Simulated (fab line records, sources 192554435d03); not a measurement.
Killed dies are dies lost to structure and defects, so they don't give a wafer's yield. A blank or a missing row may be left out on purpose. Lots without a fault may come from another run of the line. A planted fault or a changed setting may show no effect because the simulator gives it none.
fab line records | flow n5_finfet
record lots=24 wafers=72 last_day=18
route steps=1938 shown BEOL_M4@1037
lots that met no fault: from a run of the same line without faults
start_h: hours from the record's first day to the start of the lot's first wafer shown | wait_h: hours since the lot's step before | " the same as in the row above | L1.1+2: a row that stands for several wafers | - no value, or no start given | * or withheld: withheld | < > ~ a bound
route shown NAME@n: a module of which the file shows steps, and the number in the route of the first | usual: mean/standard deviation of fault-free wafers | same: alike in all rows | chamber/n: place in a boat | sites: the reading at each site | _std_site: their standard deviation | _edge_site: outer sites' mean less inner sites' | radius_mm: how far each site lies from the wafer's centre | mask NAME#n: copy n | behind: the tool/chamber that last shaped the wafer | hold: why the lot was held/for how many hours/how that ended | device: the transistor (n, p or np) that didn't switch | end of line: the same wafers' tests at the end of the route | a step without rows: its recipe alone | killed: dies lost to structure and defects at the first sort, not the wafer's yield | map: a wafer's dies, x killed, . not, _ none there
set.NAME: the setting as run; set.NAME@STEP: as run at that earlier step | model.NAME: the simulator's own value behind a step, which no gauge read
steps of the route over a sample of lots; a table a step, a row a wafer
services: from which hour (start_h, from the record's first day; less than 0 if before it) a tool's chamber was out of use, for how many hours, and why
## steps
# step N5_BEOL_M4_DESCUM_16
# recipe chemistry=O2 time_s=7 source_power_w=50 bias_power_w=20 pressure_mtorr=20 rf_frequency_hz=2.712e+07 temp_c=40 resist=CAR-EUV o2_flow_sccm=225
# usual drypump_motor_current_A=5.7/0.44 oes_product_au=0.77/0.098 rf_vpp_V=243.1/1.7 showerhead_plenum_p_Torr=2.08/0.11 throttle_valve_pct=20.49/0.15
# columns lot.wafer tool chamber start_h wait_h drypump_motor_current_A oes_product_au rf_hours_counter_h rf_vpp_V showerhead_plenum_p_Torr throttle_valve_pct
L074.1 rie_diel-05 0 153.25 0.1 5.3 0.75 146 240.4 1.90 20.55
L074.3 " 3 " " 5.1 0.72 194 243.6 2.07 20.40
L074.6 " 3 " " 5.1 0.73 - 243.4 2.07 20.40
L075.1 rie_diel-05 1 165.93 0.3 6.6 0.99 5 245.3 2.25 20.58
L075.4 " 0 " " 5.3 0.76 151 241.8 1.90 20.55
L075.5 " 0 " " 5.3 0.75 - 240.2 1.90 20.55
L076.2 rie_diel-05 3 185.70 0.1 5.1 0.72 205 242.6 2.07 20.43
L076.3 " 2 " " 5.5 0.68 243 241.7 1.98 20.48
L076.6 " 3 " " 5.1 0.72 - 243.8 2.07 20.42
L077.1 rie_diel-06 0 188.92 0.3 6.0 0.77 147 244.2 2.20 20.65
L077.2 " 2 " " 5.5 0.69 216 243.4 1.99 20.54
L077.4 " 3 " " 5.7 0.79 132 244.5 2.19 20.52
L080.2 rie_diel-05 2 189.24 0.0 5.4 0.67 244 241.0 1.98 20.48
L080.3 " 0 " " 5.3 0.75 158 239.2 1.90 20.57
L080.4 " 3 " " 5.1 0.71 206 243.2 2.07 20.41
L078.1 rie_diel-01 0 189.90 0.0 5.4 0.80 85 243.1 2.12 20.31
L078.2 " 3 " " 5.3 0.71 221 242.6 2.06 20.37
L078.6 " 3 " " 5.3 0.71 - 243.5 2.06 20.36
L079.1 rie_diel-06 3 195.51 0.5 5.8 0.79 135 242.8 2.19 20.53
L079.3 " 2 " " 5.5 0.69 219 240.2 1.99 20.54
L079.5 " 1 " " 5.8 0.71 - 243.4 2.05 20.67
L081.1 rie_diel-01 3 197.01 0.0 5.3 0.71 225 244.2 2.06 20.38
L081.3 " 1 " " 6.1 0.71 202 242.7 2.05 20.49
L081.6 " 2 " " 6.4 0.67 - 243.6 2.14 20.37
L083.3 rie_diel-05 1 201.07 0.0 6.6 0.96 18 244.9 2.25 20.58
L083.4 " 0 " " 5.3 0.75 164 240.4 1.90 20.59
L083.5 " 2 " " 5.4 0.67 - 241.7 1.97 20.48
L082.2 rie_diel-05 1 201.32 0.0 6.6 0.96 18 245.2 2.25 20.60
L082.3 " 2 " " 5.4 0.68 249 241.1 1.97 20.50
L082.6 " 0 " " 5.3 0.75 - 240.1 1.90 20.57
L084.1 rie_diel-05 1 218.37 0.0 6.6 0.95 26 245.8 2.24 20.60
L084.2 " 3 " " 5.1 0.71 220 241.0 2.06 20.43
L084.5 " 0 " " 5.3 0.74 - 241.0 1.90 20.60
L085.2 rie_diel-01 1 225.07 0.1 6.1 0.69 212 241.5 2.05 20.49
L085.5 " 3 " " 5.3 0.70 - 241.6 2.06 20.39
L085.6 " 2 " " 6.3 0.67 - 244.0 2.13 20.36
L086.1 rie_diel-05 3 241.14 0.0 5.1 0.71 230 243.2 2.06 20.46
L086.2 " 1 " " 6.6 0.92 32 244.7 2.24 20.61
L086.5 " 0 " " 5.3 0.73 - 240.3 1.89 20.61
L087.2 rie_diel-06 3 241.31 0.0 5.7 0.77 150 243.7 2.18 20.54
L087.4 " 1 " " 5.8 0.94 5 242.5 2.04 20.23
L087.6 " 3 " " 5.7 0.77 - 246.0 2.18 20.55
L088.1 rie_diel-05 2 242.63 0.0 5.4 0.97 5 245.7 2.24 20.05
L088.5 " 0 " " 5.3 0.72 - 242.2 1.89 20.60
L088.6 " 1 " " 6.6 0.93 - 245.6 2.24 20.61
L089.2 rie_diel-06 3 247.85 0.0 5.7 0.77 152 243.5 2.18 20.56
L089.4 " 0 " " 6.0 0.75 168 244.7 2.20 20.68
L089.6 " 2 " " 5.6 0.68 - 240.2 1.99 20.58
L091.4 rie_diel-06 2 254.78 0.0 5.5 0.69 239 239.5 1.98 20.57
L091.5 " 1 " " 5.8 0.94 - 242.6 2.04 20.25
L091.6 " 2 " " 5.5 0.69 - 242.7 1.98 20.58
L090.1 rie_diel-01 1 255.46 0.2 6.1 0.69 224 242.7 2.04 20.53
L090.2 " 0 " " 5.4 0.77 111 244.6 2.11 20.33
L090.6 " 0 " " 5.4 0.76 - 243.9 2.11 20.33
L092.1 rie_diel-06 3 263.68 0.0 5.7 0.76 157 243.5 2.18 20.57
L092.2 " 2 " " 5.6 0.67 241 241.7 1.98 20.58
L092.4 " 0 " " 6.0 0.75 173 246.1 2.19 20.66
L093.1 rie_diel-06 1 280.46 0.0 5.8 0.89 19 243.5 2.04 20.25
L093.3 " 3 " " 5.7 0.75 163 244.9 2.18 20.58
L093.4 " 0 " " 6.0 0.73 180 244.1 2.19 20.70
L095.2 rie_diel-06 0 285.43 0.0 6.0 0.73 182 242.1 2.19 20.70
L095.4 " 2 " " 5.5 0.67 - 242.6 1.98 20.60
L095.5 " 3 " " 5.7 0.76 - 245.0 2.18 20.57
L094.1 rie_diel-06 0 295.75 0.0 6.0 0.73 186 246.0 2.19 20.68
L094.3 " 3 " " 5.8 0.75 170 243.8 2.18 20.58
L094.6 " 0 " " 6.0 0.73 - 244.3 2.19 20.70
L096.1 rie_diel-06 3 297.84 0.2 5.7 0.76 171 244.3 2.18 20.58
L096.4 " 3 " " 5.7 0.76 - 244.2 2.18 20.59
L096.5 " 0 " " 6.0 0.73 - 243.5 2.19 20.71
L097.1 rie_diel-01 3 299.51 0.0 5.3 0.96 6 242.1 2.05 20.04
L097.4 " 0 " " 5.5 0.75 130 243.5 2.11 20.37
L097.6 " 1 " " 6.1 0.67 - 243.2 2.04 20.53
# step N5_BEOL_M4_DEGAS_44
# recipe ambient=vacuum temp_c=250 time_s=60
# usual heater_power_w=318/27
# columns lot.wafer tool chamber start_h wait_h heater_power_w
L074.1 pvd_sputter-01 - 157.84 0.4 327
L074.3 " - " " 303
L074.6 " - " " 340
L075.1 pvd_sputter-03 - 169.28 0.6 335
L075.4 " - " " 329
L075.5 " - " " 313
L076.2 pvd_sputter-03 - 188.59 0.2 304
L076.3 " - " " 340
L076.6 " - " " 323
L077.1 pvd_sputter-02 - 193.26 0.2 311
L077.2 " - " " 261
L077.4 " - " " 395
L080.2 pvd_sputter-01 - 193.58 0.4 317
L080.3 " - " " 293
L080.4 " - " " 297
L078.1 pvd_sputter-03 - 200.52 0.1 329
L078.2 " - " " 302
L078.6 " - " " 299
L079.1 pvd_sputter-03 - 202.62 0.7 342
L079.3 " - " " 323
L079.5 " - " " 328
L081.1 pvd_sputter-03 - 205.06 1.5 335
L081.3 " - " " 306
L081.6 " - " " 299
L083.3 pvd_sputter-02 - 213.48 0.5 329
L083.4 " - " " 250
L083.5 " - " " 259
L082.2 pvd_sputter-02 - 217.96 0.4 314
L082.3 " - " " 260
L082.6 " - " " 315
L084.1 pvd_sputter-03 - 225.55 0.2 320
L084.2 " - " " 327
L084.5 " - " " 303
L085.2 pvd_sputter-01 - 228.36 0.3 338
L085.5 " - " " 331
L085.6 " - " " 310
L086.1 pvd_sputter-02 - 246.37 0.4 316
L086.2 " - " " 258
L086.5 " - " " 393
L087.2 pvd_sputter-03 - 246.78 0.3 303
L087.4 " - " " 326
L087.6 " - " " 296
L088.1 pvd_sputter-03 - 250.74 0.1 311
L088.5 " - " " 333
L088.6 " - " " 299
L089.2 pvd_sputter-03 - 250.90 0.2 308
L089.4 " - " " 331
L089.6 " - " " 325
L091.4 pvd_sputter-01 - 257.31 0.5 324
L091.5 " - " " 337
L091.6 " - " " 301
L090.1 pvd_sputter-03 - 262.17 0.2 338
L090.2 " - " " 324
L090.6 " - " " 325
L092.1 pvd_sputter-01 - 271.67 0.3 303
L092.2 " - " " 323
L092.4 " - " " 339
L093.1 pvd_sputter-03 - 284.69 0.8 307
L093.3 " - " " 332
L093.4 " - " " 332
L095.2 pvd_sputter-01 - 288.10 0.2 303
L095.4 " - " " 334
L095.5 " - " " 329
L094.1 pvd_sputter-03 - 305.71 0.7 311
L094.3 " - " " 301
L094.6 " - " " 334
L096.1 pvd_sputter-02 - 305.94 0.8 316
L096.4 " - " " 317
L096.5 " - " " 262
L097.1 pvd_sputter-03 - 311.04 0.1 298
L097.4 " - " " 322
L097.6 " - " " 302
# step N5_BEOL_M4_SPUTTER_81
# recipe material=Cu target_thk_a=45 temp_c=-20 chamber_pressure_pa=0.07 power_w=withheld time_s=8.29
# usual throttle_valve_pct=30.2/1.5
# columns lot.wafer tool chamber start_h wait_h throttle_valve_pct
L074.1 pvd_sputter-02 - 159.21 0.1 31.1
L074.3 " - " " 28.4
L074.6 " - " " 30.8
L075.1 pvd_sputter-01 - 170.47 0.1 29.5
L075.4 " - " " 29.9
L075.5 " - " " 29.6
L076.2 pvd_sputter-03 - 189.85 0.1 27.9
L076.3 " - " " 31.5
L076.6 " - " " 27.9
L077.1 pvd_sputter-01 - 194.38 0.1 29.8
L077.2 " - " " 30.4
L077.4 " - " " 29.7
L080.2 pvd_sputter-02 - 194.94 0.1 28.7
L080.3 " - " " 32.6
L080.4 " - " " 29.2
L078.1 pvd_sputter-02 - 201.99 0.1 32.8
L078.2 " - " " 28.9
L078.6 " - " " 29.1
L079.1 pvd_sputter-02 - 204.09 0.1 31.1
L079.3 " - " " 29.1
L079.5 " - " " 32.8
L081.1 pvd_sputter-03 - 206.26 0.1 27.9
L081.3 " - " " 31.5
L081.6 " - " " 31.0
L083.3 pvd_sputter-02 - 216.46 0.1 32.8
L083.4 " - " " 29.0
L083.5 " - " " 28.7
L082.2 pvd_sputter-01 - 220.11 0.1 30.0
L082.3 " - " " 29.3
L082.6 " - " " 30.1
L084.1 pvd_sputter-02 - 226.92 0.1 31.3
L084.2 " - " " 28.9
L084.5 " - " " 28.6
L085.2 pvd_sputter-01 - 229.64 0.1 30.4
L085.5 " - " " 29.9
L085.6 " - " " 30.4
L086.1 pvd_sputter-03 - 247.51 0.1 30.9
L086.2 " - " " 31.5
L086.5 " - " " 28.4
L087.2 pvd_sputter-02 - 247.87 0.1 32.8
L087.4 " - " " 28.5
L087.6 " - " " 28.5
L088.1 pvd_sputter-01 - 251.99 0.1 29.8
L088.5 " - " " 29.9
L088.6 " - " " 29.2
L089.2 pvd_sputter-02 - 252.49 0.1 31.1
L089.4 " - " " 32.7
L089.6 " - " " 29.0
L091.4 pvd_sputter-02 - 258.52 0.1 29.0
L091.5 " - " " 28.2
L091.6 " - " " 32.7
L090.1 pvd_sputter-01 - 263.40 0.1 29.8
L090.2 " - " " 29.7
L090.6 " - " " 29.8
L092.1 pvd_sputter-02 - 273.98 0.1 29.1
L092.2 " - " " 30.9
L092.4 " - " " 32.8
L093.1 pvd_sputter-02 - 285.97 0.1 31.1
L093.3 " - " " 29.2
L093.4 " - " " 32.6
L095.2 pvd_sputter-02 - 289.17 0.1 30.9
L095.4 " - " " 28.6
L095.5 " - " " 32.6
L094.1 pvd_sputter-03 - 306.93 0.1 31.8
L094.3 " - " " 28.6
L094.6 " - " " 31.2
L096.1 pvd_sputter-02 - 307.20 0.1 28.6
L096.4 " - " " 31.1
L096.5 " - " " 29.3
L097.1 pvd_sputter-03 - 313.84 0.1 27.8
L097.4 " - " " 28.5
L097.6 " - " " 31.0
# step N5_BEOL_M4_SPUTTER_86
# recipe material=Cu target_thk_a=45 temp_c=-20 chamber_pressure_pa=0.07 power_w=withheld time_s=8.29
# usual throttle_valve_pct=30.2/1.5
# columns lot.wafer tool chamber start_h wait_h throttle_valve_pct
L074.1 pvd_sputter-02 - 159.43 0.1 31.3
L074.3 " - " " 28.4
L074.6 " - " " 31.1
L075.1 pvd_sputter-01 - 170.69 0.1 29.8
L075.4 " - " " 29.9
L075.5 " - " " 29.8
L076.2 pvd_sputter-03 - 190.07 0.1 27.7
L076.3 " - " " 31.7
L076.6 " - " " 27.9
L077.1 pvd_sputter-01 - 194.60 0.1 30.1
L077.2 " - " " 30.3
L077.4 " - " " 29.8
L080.2 pvd_sputter-02 - 195.16 0.1 28.4
L080.3 " - " " 32.8
L080.4 " - " " 29.1
L078.1 pvd_sputter-02 - 202.21 0.1 32.5
L078.2 " - " " 29.1
L078.6 " - " " 29.3
L079.1 pvd_sputter-02 - 204.31 0.1 30.7
L079.3 " - " " 29.2
L079.5 " - " " 32.5
L081.1 pvd_sputter-03 - 206.48 0.1 27.8
L081.3 " - " " 31.9
L081.6 " - " " 31.0
L083.3 pvd_sputter-02 - 216.68 0.1 32.6
L083.4 " - " " 29.1
L083.5 " - " " 28.7
L082.2 pvd_sputter-01 - 220.33 0.1 29.9
L082.3 " - " " 29.5
L082.6 " - " " 29.6
L084.1 pvd_sputter-02 - 227.14 0.1 31.2
L084.2 " - " " 28.4
L084.5 " - " " 28.5
L085.2 pvd_sputter-01 - 229.86 0.1 30.4
L085.5 " - " " 30.1
L085.6 " - " " 30.4
L086.1 pvd_sputter-03 - 247.73 0.1 31.1
L086.2 " - " " 31.5
L086.5 " - " " 28.5
L087.2 pvd_sputter-02 - 248.09 0.1 32.8
L087.4 " - " " 28.3
L087.6 " - " " 28.7
L088.1 pvd_sputter-01 - 252.21 0.1 29.8
L088.5 " - " " 29.7
L088.6 " - " " 29.1
L089.2 pvd_sputter-02 - 252.71 0.1 30.9
L089.4 " - " " 32.8
L089.6 " - " " 29.1
L091.4 pvd_sputter-02 - 258.74 0.1 29.0
L091.5 " - " " 28.4
L091.6 " - " " 32.4
L090.1 pvd_sputter-01 - 263.62 0.1 29.9
L090.2 " - " " 29.8
L090.6 " - " " 29.4
L092.1 pvd_sputter-02 - 274.20 0.1 29.3
L092.2 " - " " 30.9
L092.4 " - " " 32.5
L093.1 pvd_sputter-02 - 286.19 0.1 31.1
L093.3 " - " " 29.1
L093.4 " - " " 32.3
L095.2 pvd_sputter-02 - 289.39 0.1 30.9
L095.4 " - " " 28.4
L095.5 " - " " 32.9
L094.1 pvd_sputter-03 - 307.15 0.1 31.9
L094.3 " - " " 28.5
L094.6 " - " " 30.8
L096.1 pvd_sputter-02 - 307.42 0.1 28.4
L096.4 " - " " 31.1
L096.5 " - " " 29.3
L097.1 pvd_sputter-03 - 314.06 0.1 28.0
L097.4 " - " " 28.7
L097.6 " - " " 31.1
# step N5_BEOL_M4_ANNEAL_89
# recipe temp_c=400 time_s=240 ambient=vacuum
# usual heater_power_w=795/95
# columns lot.wafer tool chamber start_h wait_h heater_power_w
L074.1 pvd_sputter-02 - 159.73 0.0 802
L074.3 " - " " 822
L074.6 " - " " 791
L075.1 pvd_sputter-01 - 170.99 0.0 799
L075.4 " - " " 843
L075.5 " - " " 799
L076.2 pvd_sputter-03 - 190.37 0.0 766
L076.3 " - " " 751
L076.6 " - " " 767
L077.1 pvd_sputter-01 - 194.90 0.0 817
L077.2 " - " " 754
L077.4 " - " " 799
L080.2 pvd_sputter-02 - 195.46 0.0 815
L080.3 " - " " 648
L080.4 " - " " 982
L078.1 pvd_sputter-02 - 202.51 0.0 630
L078.2 " - " " 993
L078.6 " - " " 1015
L079.1 pvd_sputter-02 - 204.61 0.0 767
L079.3 " - " " 1009
L079.5 " - " " 654
L081.1 pvd_sputter-03 - 206.78 0.0 763
L081.3 " - " " 753
L081.6 " - " " 843
L083.3 pvd_sputter-02 - 216.98 0.0 662
L083.4 " - " " 974
L083.5 " - " " 828
L082.2 pvd_sputter-01 - 220.63 0.0 809
L082.3 " - " " 754
L082.6 " - " " 814
L084.1 pvd_sputter-02 - 227.44 0.0 787
L084.2 " - " " 818
L084.5 " - " " 824
L085.2 pvd_sputter-01 - 230.16 0.0 751
L085.5 " - " " 846
L085.6 " - " " 757
L086.1 pvd_sputter-03 - 248.03 0.0 840
L086.2 " - " " 744
L086.5 " - " " 837
L087.2 pvd_sputter-02 - 248.39 0.0 653
L087.4 " - " " 830
L087.6 " - " " 809
L088.1 pvd_sputter-01 - 252.51 0.0 822
L088.5 " - " " 822
L088.6 " - " " 755
L089.2 pvd_sputter-02 - 253.01 0.0 785
L089.4 " - " " 651
L089.6 " - " " 1010
L091.4 pvd_sputter-02 - 259.04 0.0 1004
L091.5 " - " " 831
L091.6 " - " " 627
L090.1 pvd_sputter-01 - 263.92 0.0 857
L090.2 " - " " 806
L090.6 " - " " 794
L092.1 pvd_sputter-02 - 274.50 0.0 998
L092.2 " - " " 792
L092.4 " - " " 638
L093.1 pvd_sputter-02 - 286.49 0.0 808
L093.3 " - " " 988
L093.4 " - " " 647
L095.2 pvd_sputter-02 - 289.69 0.0 781
L095.4 " - " " 822
L095.5 " - " " 658
L094.1 pvd_sputter-03 - 307.45 0.0 744
L094.3 " - " " 828
L094.6 " - " " 835
L096.1 pvd_sputter-02 - 307.72 0.0 824
L096.4 " - " " 807
L096.5 " - " " 983
L097.1 pvd_sputter-03 - 314.36 0.0 760
L097.4 " - " " 831
L097.6 " - " " 827
# step N5_BEOL_M4_ANNEAL_93
# recipe temp_c=400 time_s=240 ambient=vacuum
# usual heater_power_w=794/95
# columns lot.wafer tool chamber start_h wait_h heater_power_w
L074.1 pvd_sputter-02 - 160.17 0.0 788
L074.3 " - " " 796
L074.6 " - " " 796
L075.1 pvd_sputter-01 - 171.43 0.0 791
L075.4 " - " " 851
L075.5 " - " " 822
L076.2 pvd_sputter-03 - 190.81 0.0 768
L076.3 " - " " 758
L076.6 " - " " 764
L077.1 pvd_sputter-01 - 195.34 0.0 839
L077.2 " - " " 752
L077.4 " - " " 804
L080.2 pvd_sputter-02 - 195.90 0.0 812
L080.3 " - " " 636
L080.4 " - " " 979
L078.1 pvd_sputter-02 - 202.95 0.0 640
L078.2 " - " " 993
L078.6 " - " " 1002
L079.1 pvd_sputter-02 - 205.05 0.0 813
L079.3 " - " " 1010
L079.5 " - " " 650
L081.1 pvd_sputter-03 - 207.22 0.0 764
L081.3 " - " " 745
L081.6 " - " " 850
L083.3 pvd_sputter-02 - 217.42 0.0 634
L083.4 " - " " 1008
L083.5 " - " " 819
L082.2 pvd_sputter-01 - 221.07 0.0 817
L082.3 " - " " 743
L082.6 " - " " 836
L084.1 pvd_sputter-02 - 227.88 0.0 790
L084.2 " - " " 815
L084.5 " - " " 806
L085.2 pvd_sputter-01 - 230.60 0.0 744
L085.5 " - " " 835
L085.6 " - " " 747
L086.1 pvd_sputter-03 - 248.47 0.0 818
L086.2 " - " " 764
L086.5 " - " " 824
L087.2 pvd_sputter-02 - 248.83 0.0 663
L087.4 " - " " 818
L087.6 " - " " 829
L088.1 pvd_sputter-01 - 252.95 0.0 832
L088.5 " - " " 816
L088.6 " - " " 740
L089.2 pvd_sputter-02 - 253.45 0.0 794
L089.4 " - " " 633
L089.6 " - " " 1010
L091.4 pvd_sputter-02 - 259.48 0.0 992
L091.5 " - " " 809
L091.6 " - " " 650
L090.1 pvd_sputter-01 - 264.36 0.0 815
L090.2 " - " " 807
L090.6 " - " " 805
L092.1 pvd_sputter-02 - 274.94 0.0 993
L092.2 " - " " 814
L092.4 " - " " 653
L093.1 pvd_sputter-02 - 286.93 0.0 752
L093.3 " - " " 1013
L093.4 " - " " 660
L095.2 pvd_sputter-02 - 290.13 0.0 774
L095.4 " - " " 806
L095.5 " - " " 653
L094.1 pvd_sputter-03 - 307.89 0.0 750
L094.3 " - " " 818
L094.6 " - " " 818
L096.1 pvd_sputter-02 - 308.16 0.0 820
L096.4 " - " " 782
L096.5 " - " " 994
L097.1 pvd_sputter-03 - 314.80 0.0 766
L097.4 " - " " 818
L097.6 " - " " 824
## services
# columns tool chamber start_h hours kind
rie_diel-06 2 130.51 8.3 repair
pvd_sputter-03 - 134.43 3.8 repair
pvd_sputter-02 - 138.49 1.9 repair
rie_diel-05 1 139.24 - clean
rie_diel-05 1 139.24 - consumable_replace:focus_ring
rie_diel-05 1 139.24 - consumable_replace:showerhead
rie_diel-05 1 139.24 12.1 scheduled_down
rie_diel-05 1 139.24 12.1 vent_cycle
pvd_sputter-03 - 149.97 2.2 repair
rie_diel-06 3 159.99 6.8 repair
rie_diel-05 2 204.27 - clean
rie_diel-06 1 211.69 - clean
rie_diel-06 1 211.69 - consumable_replace:focus_ring
rie_diel-06 1 211.69 15.6 scheduled_down
rie_diel-06 1 211.69 15.6 vent_cycle
rie_diel-05 1 221.26 6.6 repair
rie_diel-01 2 252.91 7.8 repair
rie_diel-06 2 288.52 - clean
rie_diel-06 2 288.52 - consumable_replace:focus_ring
rie_diel-06 2 288.52 - consumable_replace:showerhead
rie_diel-06 2 288.52 22.3 scheduled_down
rie_diel-06 2 288.52 22.3 vent_cycle
pvd_sputter-01 - 297.03 20.4 repair
rie_diel-06 3 309.61 11.3 repair
## key
fault none
